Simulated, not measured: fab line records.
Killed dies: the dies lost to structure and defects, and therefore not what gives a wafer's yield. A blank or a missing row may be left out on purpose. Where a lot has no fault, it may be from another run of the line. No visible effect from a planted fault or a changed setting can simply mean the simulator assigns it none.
Comparing a struck lot with a sound one	flow n5Finfet	37 steps out of a route of 1938
Sound: wafers L481.1, L481.2, L481.5. The struck wafers were L477.2, L477.3. At the end, the cause is stated.
Per side, at each step with rows, come the tool, then ch with its chambers, and then its first start. Under that, the readings that differ: sound wafers	struck wafers	difference of the means	sigmas: that difference in standard deviations of wafers without a fault.
alike: a reading whose means differ by less than 2 such deviations, as well as words and numbers matching on both sides. not compared: withheld readings; readings where some wafer has no value; bounds like >300 that might hide an equal value; numbers whose values overlap and for which the record gives no deviation.
A row with sigmas, a row that says differs or no value, or rows on one side alone: a step with any of these is where the two part. Numbers that have no deviation but don't overlap get no sigmas and don't part them. A reading that every wafer of one side lacks parts them only if that side has two wafers or more.

first, 9 steps without rows for these wafers: N5_HKMG_FIN_SOFTBAKE_44 (time 60 s); N5_HKMG_FIN_EXPOSE_46 (exposes mask NDIPOLE); N5_HKMG_FIN_PEB_47 (peb time 60 s); N5_HKMG_FIN_DEVELOP_48 (develop time 30 s); N5_HKMG_FIN_DESCUM_53 (chemistry O2, time 7.9 s); N5_HKMG_FIN_ETCH_54 (etches SiARC in CF4, target depth 45.5 nm, time 75.8 s); N5_HKMG_FIN_ETCH_55 (etches SOC in N2/H2, target depth 240 nm, time 300 s); N5_HKMG_FIN_STRIP_56 (strips in N2/H2); N5_HKMG_FIN_STRIP_57 (strips in CF4).
N5_HKMG_FIN_ETCH_58: etches SOC in N2/H2, target depth 215.8 nm, time 741 s.
  sound on rieDiel-01 ch 0,1,2, day 7 20:12; struck on rieDiel-04 ch 2,3, day 6 21:39
reading	sound	struck	difference	sigmas
runLengthS (s)	764.5 764.2 764.4	494.4 494.6	-269.9	-99 or more
model.etch.depthNm (nm)	213.4 215 218.5	149.1 142.4	-69.9	
model.HKMG_FIN.featureDepthNm (nm)	213.4 215 218.6	149.2 142.4	-69.9	
model.SOC_of_HKMG_FIN_COAT_41.thkNm (nm)	85.4 85 81.4	152 158	+71	
  alike: drypumpMotorCurrentA, oesProductAu, rfVppV, showerheadPlenumPTorr, throttleValvePct
  not compared: rfHoursCounterH
N5_HKMG_FIN_STRIP_93: strips SOC in N2/H2, time 20 s.
  sound on rieDiel-01 ch 0,1,2, day 7 20:38; struck on rieDiel-04 ch 2,3, day 6 22:05
reading	sound	struck	difference	sigmas
model.SOC_of_HKMG_FIN_COAT_41.thkNm (nm)	75.2 74.8 71	141 147.4	+71	
  alike: drypumpMotorCurrentA, oesProductAu, powerW, rfVppV, showerheadPlenumPTorr, throttleValvePct
  not compared: rfHoursCounterH
then, 24 steps without rows for these wafers: N5_HKMG_FIN_WET_ETCH_76 (etches Al2O3 in dNH4OH, stops on La2O3, target depth 2.25 nm, rinse time 30 s); N5_HKMG_FIN_STRIP_60 (strips in N2/H2, time 360 s); N5_HKMG_FIN_WET_ETCH_77 (etches La2O3 in dHCl, stops on HfO2, target depth 2 nm); N5_HKMG_FIN_WET_ETCH_78 (etches Al2O3 in dNH4OH, stops on La2O3, target depth 4.5 nm, rinse time 30 s); N5_HKMG_FIN_ALD_79 (deposits TiN, target thk 1.5 nm, pulse time 1 s, purge time 3 s); N5_HKMG_FIN_CVD_62 (deposits a-Si from Si2H6, target thk 3 nm, time 20.8 s); N5_HKMG_FIN_RTA_80 (time 2 s); N5_HKMG_FIN_PRECLEAN_64 (cleans in dHF, time 30 s); N5_HKMG_FIN_WET_ETCH_65 (etches a-Si in TMAH, stops on TiN, time 49 s, target depth 3 nm); N5_HKMG_FIN_WET_ETCH_81 (etches TiN in SC1, stops on HfO2, time 57 s, target depth 6 nm); N5_HKMG_FIN_WET_ETCH_82 (etches La2O3 in dHCl, stops on HfO2, target depth 2 nm, rinse time 30 s); N5_HKMG_FIN_ALD_36 (deposits TiN, target thk 1 nm, pulse time 1 s, purge time 3 s); N5_HKMG_FIN_PWFM_ALD_03 (deposits TiN, target thk 2 nm, pulse time 1 s, purge time 3 s); N5_HKMG_FIN_COAT_29 (time 60 s, resist thk 300 nm); N5_HKMG_FIN_COAT_30 (time 60 s, resist thk 35 nm); N5_HKMG_FIN_COAT_06 (resist thk 90 nm); N5_HKMG_FIN_EBR_08; N5_HKMG_FIN_SOFTBAKE_07 (time 60 s); N5_HKMG_FIN_EXPOSE_09 (exposes mask NWFM); N5_HKMG_FIN_PEB_10 (peb time 60 s); N5_HKMG_FIN_DEVELOP_11 (develop time 30 s); N5_HKMG_FIN_DESCUM_17 (chemistry O2, time 7.9 s); N5_HKMG_FIN_ETCH_31 (etches SiARC in CF4, target depth 45.5 nm, time 75.8 s); N5_HKMG_FIN_ETCH_32 (etches SOC in N2/H2, target depth 240 nm, time 300 s).
-- a jump in the record: the struck wafers' starts before and after are 4 days apart (it breaks off in module HKMG_FIN and resumes in module BEOL_M4, where the first step shown is number 1111 of the route) --
N5_BEOL_M4_RC_MEAS_101:
  sound on prober-01 ch 0, day 11 11:28; struck on prober-01 ch 0, day 10 11:53
reading	sound	struck	difference	sigmas
IOFF_N (nA/um)	0.14 0.26 0.21	16.43 21.46	+18.74	+99 or more
IOFF_N_85C (nA/um)	2.8 4.7 3.8	151.1 190.6	+167.1	+99 or more
IOFF_N_LIN (nA/um)	0.065 0.110 0.091	7.909 9.782	+8.757	+99 or more
IOFF_N_LONG (nA/um)	6e-05 5.9e-05 5.9e-05	0.007393 0.007318	+0.007296	+99 or more
ION_N (uA/um)	670 701 695	848 855	+163	+10
VT_N (mV)	254 245 245	113 110	-136	-32
VT_N_LONG (mV)	274.2 273.8 273.5	133.9 134.3	-139.7	-74
VT_P_LVT (mV)	-102 -97 -100	-133 -133	-33	-9
  alike: DIBL_N, DIBL_P, IOFF_P, ION_P, SS_N, SS_P, VT_P
-- the record jumps here: 4 days lie between the struck wafers' starts before and after (it left off in module BEOL_M4 and takes up again in module PASSIVATION, whose first step shown is number 1936 of the route) --
N5_PASSIVATION_PROBE_49:
  rows exist in the record for the struck wafers here (prober-02, day 14 16:30), but not for the sound ones

== WHERE THEY PART ==
At N5_HKMG_FIN_ETCH_58 first; at N5_PASSIVATION_PROBE_49 last (within this record only).

WHY: what the simulator had put in
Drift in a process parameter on rieDiel-04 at N5_HKMG_FIN_ETCH_58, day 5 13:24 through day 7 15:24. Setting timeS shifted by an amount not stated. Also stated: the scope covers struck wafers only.
